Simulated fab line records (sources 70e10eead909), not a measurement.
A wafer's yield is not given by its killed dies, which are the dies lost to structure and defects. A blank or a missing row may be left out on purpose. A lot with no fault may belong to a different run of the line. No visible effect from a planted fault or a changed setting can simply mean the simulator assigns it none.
Code-filled problem report in 8D (eight disciplines) form / flow nandHarc / the parts of the form that need people (team, actions taken, sign-off) are left out

## 1. WHAT IS WRONG
At NHARC_A_CONTACT_ETCH_88, runLengthS averages 70.3 s over 6 wafers from 2 lots, while fault-free wafers read 86.4 s, standard deviation 0.4. Measured from the usual mean, that is -40 standard deviations.
The step: etches the open film in CF4, target depth 39 nm, time 65 s.
First observed at day 17 12:31: wafer L557.1, on rieDiel-05. At this step, 36 wafers from 12 lots have a number in the record. The rule behind "out" and "out of limits": a value lying over 4 standard deviations away from the usual mean. The rest of the wafers with a number are treated as sound.

## 2. WHAT THIS IS AND IS NOT
question=which readings at this step | is=runLengthS | is not=cf4FlowSccm, drypumpMotorCurrentA, showerheadPlenumPTorr, throttleValvePct
question=which lots | is=L557, L559 | is not=L553, L554, L565, L568, L569, L571, L572, L573, L574, L576
question=which wafers of those lots | is=all that have a number | is not=-
question=read on which tools | is=rieDiel-05 | is not=rieDiel-08, rieDiel-11
question=when | is=from day 17 12:31 | is not=up to then (6 sound wafers); but 24 sound wafers of L565, L568, L569, L571, L572, L573, L574, L576 came after

## 3. SUSPECTS, AND WHAT RULES EACH OUT
Counting: a tool at any process step up to the reading remains a suspect when it ran all the lots that are out and ran no sound lot after the first of those.
- pecvd-01 at NHARC_A_CONTACT_DEP_85 (deposits SiON, target thk 50 nm): ruled out as a lasting fault. Following L557 (day 17 11:41), the first lot on it that is out, the sound lots L569, L576, L574 were run on it.
- rieDiel-05 at NHARC_A_CONTACT_ETCH_88 (etches the open film in CF4, target depth 39 nm, time 65 s): ruled out as a lasting fault. Following L557 (day 17 12:31), the first lot on it that is out, the sound lots L572, L571 were run on it.
Left after counting: nothing in the record.

## 4. THE CAUSE (what the simulator had put in)
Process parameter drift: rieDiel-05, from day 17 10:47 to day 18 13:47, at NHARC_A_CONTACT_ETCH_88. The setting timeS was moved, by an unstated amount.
Counting ruled it out, wrongly.

## 5. THE EFFECT CHAIN, in route order
One row per reading whose mean, taken over the struck wafers that have a number, lies over 3 standard deviations from the usual. Readings are gone through only where the record gives a usual standard deviation; hours: the median, over the lots, of the time from a lot's start at the first step in this table giving one to that lot's start at this step; sigmas: the change measured in usual standard deviations.
hours=0; step=NHARC_A_CONTACT_ETCH_88; reading=runLengthS; usual=86.4 s; on struck wafers=70.3; change=-16.1; sigmas=-40
Here are the process steps it includes:
- NHARC_A_CONTACT_ETCH_88: etches the open film in CF4, target depth 39 nm, time 65 s.
At these later measuring or inspecting steps, every struck wafer for which the step has a row has a number for every such reading, and none has moved that far: NHARC_END_SORT_01.

## 6. HOW IT WOULD HAVE BEEN CAUGHT EARLIER
2 hours passed between the start of the fault at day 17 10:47 and the first reading out of limits in this record, taken at day 17 12:31.
